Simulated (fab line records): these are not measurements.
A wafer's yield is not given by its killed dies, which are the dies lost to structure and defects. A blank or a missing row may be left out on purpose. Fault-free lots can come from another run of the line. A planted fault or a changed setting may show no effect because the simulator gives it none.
A struck lot beside a sound one :: flow n5_finfet :: 16 out of 1938 route steps
Sound: the wafers L214.1, L214.3, L214.4. Struck: wafer L226.3; the same lot's L226.6 was not struck, so it is left out; see the end for the cause.
At each step with rows: each side's tool, then ch and its chambers, then its first start. Under that, the readings that differ: sound wafers :: struck wafers :: difference of the means :: sigmas: that difference in standard deviations of wafers without a fault.
alike: a reading whose means differ by less than 2 such deviations, as well as words and numbers matching on both sides. not compared: withheld readings; readings where some wafer has no value; bounds like >300 that might hide an equal value; numbers whose values overlap and for which the record gives no deviation.
A row with sigmas, a row that says differs or no value, or rows on one side alone: a step with any of these is where the two part. Non-overlapping numbers with no deviation appear without sigmas and do not part them. A reading that every wafer of one side lacks parts them only if that side has two wafers or more.

N5_BEOL_M2_ETCH_41: etches SiCN in CH3F/O2, target depth 29.9 nm, time 52.5 s.
  sound: rie_diel-06 ch 1,2,3; struck: rie_diel-04 ch 1
reading: rf_hours_counter_h (h)
sound: 143 76 125
struck: 14
difference: -101
sigmas: 
  alike: chamber_pressure_mTorr, drypump_motor_current_A, oes_product_au, rf_vpp_V, showerhead_plenum_p_Torr, throttle_valve_pct
N5_BEOL_M2_STRIP_97: strips in N2/H2, time 10 s.
  sound: rie_diel-06 ch 1,2,3; struck: rie_diel-04 ch 1
reading: rf_hours_counter_h (h)
sound: 143 76 125
struck: 14
difference: -101
sigmas: 

reading: rf_vpp_V (V)
sound: 60.2 60.3 62.1
struck: 59.0
difference: -1.9
sigmas: -2
  alike: bias_power_w, chamber_pressure_mTorr, drypump_motor_current_A, n2_flow_sccm, oes_product_au, showerhead_plenum_p_Torr, throttle_valve_pct
N5_BEOL_M2_OCD_MEAS_38:
  sound: ocd-02 at day 6 18:01; struck: ocd-01 at day 9 13:18
  alike: trench_depth_nm
then, 4 steps without rows for these wafers: N5_BEOL_M2_HM_STRIP_39 (strips TiN in peroxide tin strip, target depth 25 nm, time 158 s); N5_BEOL_M2_SRD_40 (time 30 s); N5_BEOL_M2_PRECLEAN_42 (cleans in residue remover, time 60 s); N5_BEOL_M2_SRD_43 (time 30 s).
N5_BEOL_M2_CD_MEAS_35: target cd 18 nm, target cd y 22.2 nm.
  sound: cd_sem-02 at day 6 18:11; struck: cd_sem-02 at day 9 13:28
  alike: cd_nm
then, 1 step without rows for these wafers: N5_BEOL_M2_DEGAS_44 (time 60 s).
N5_BEOL_M2_PRE_CLEAN_45: time 30 s.
  sound: pvd_sputter-01 at day 6 18:26; struck: pvd_sputter-03 at day 9 13:47
  alike: heater_power_w
N5_BEOL_M2_ALD_84: deposits TaN, pulse time 2 s, purge time 3 s, co reactant purge time 2 s.
  sound on ald_metal-04 ch 0,2,3, day 6 18:29; struck on ald_metal-03 ch 3, day 9 13:51
reading: heater_power_w (W)
sound: 488 395 485
struck: 323
difference: -133
sigmas: -2
  alike: chamber_pressure_Torr
N5_BEOL_M2_SURFACE_TREAT_85:
  sound: pvd_sputter-03 at day 6 19:01; struck: pvd_sputter-01 at day 9 14:18
  not compared: pressure_mtorr, throttle_valve_pct
N5_BEOL_M2_CVD_47: deposits Co from CCTBA/H2, target thk 3 nm, time 223.8 s.
  sound on cvd_co-01 ch 0,1,2, day 6 19:05; struck on cvd_co-01 ch 1, day 9 14:22
reading: run_length_s (s)
sound: 247.1 247.9 247.0
struck: 244.9
difference: -2.4
sigmas: -6
  alike: chamber_pressure_Torr
then, 1 step without rows for these wafers: N5_BEOL_M2_SPUTTER_48 (material Cu, target thk 4.5 nm, time 8.29 s).
N5_BEOL_M4_RC_MEAS_101:
  sound on prober-01 ch 0, day 8 00:06; struck on prober-02 ch 0, day 10 21:26
reading: DIBL_N (mV/V)
sound: 35.9 36.2 35.8
struck: 38.8
difference: +2.8
sigmas: +3

reading: DIBL_P (mV/V)
sound: 36.1 36.0 35.3
struck: 39.5
difference: +3.7
sigmas: +3

reading: IOFF_N (nA/um)
sound: 0.139 0.142 0.131
struck: 0.204
difference: +0.067
sigmas: +3

reading: IOFF_P (nA/um)
sound: 0.178 0.190 0.169
struck: 0.247
difference: +0.068
sigmas: +3

reading: SS_N (mV/dec)
sound: 71.5 71.3 71.9
struck: 72.6
difference: +1.0
sigmas: +2

reading: SS_P (mV/dec)
sound: 73.0 72.7 72.6
struck: 74.1
difference: +1.3
sigmas: +3
  alike: ION_N, ION_P, VT_N, VT_P
next, for these wafers, 1 step has no rows: N5_PASSIVATION_PROBE_49.

## WHERE THEY PART
Earliest at N5_BEOL_M2_STRIP_97; latest, in this record, at N5_BEOL_M4_RC_MEAS_101.

WHY: whatever the simulator had introduced
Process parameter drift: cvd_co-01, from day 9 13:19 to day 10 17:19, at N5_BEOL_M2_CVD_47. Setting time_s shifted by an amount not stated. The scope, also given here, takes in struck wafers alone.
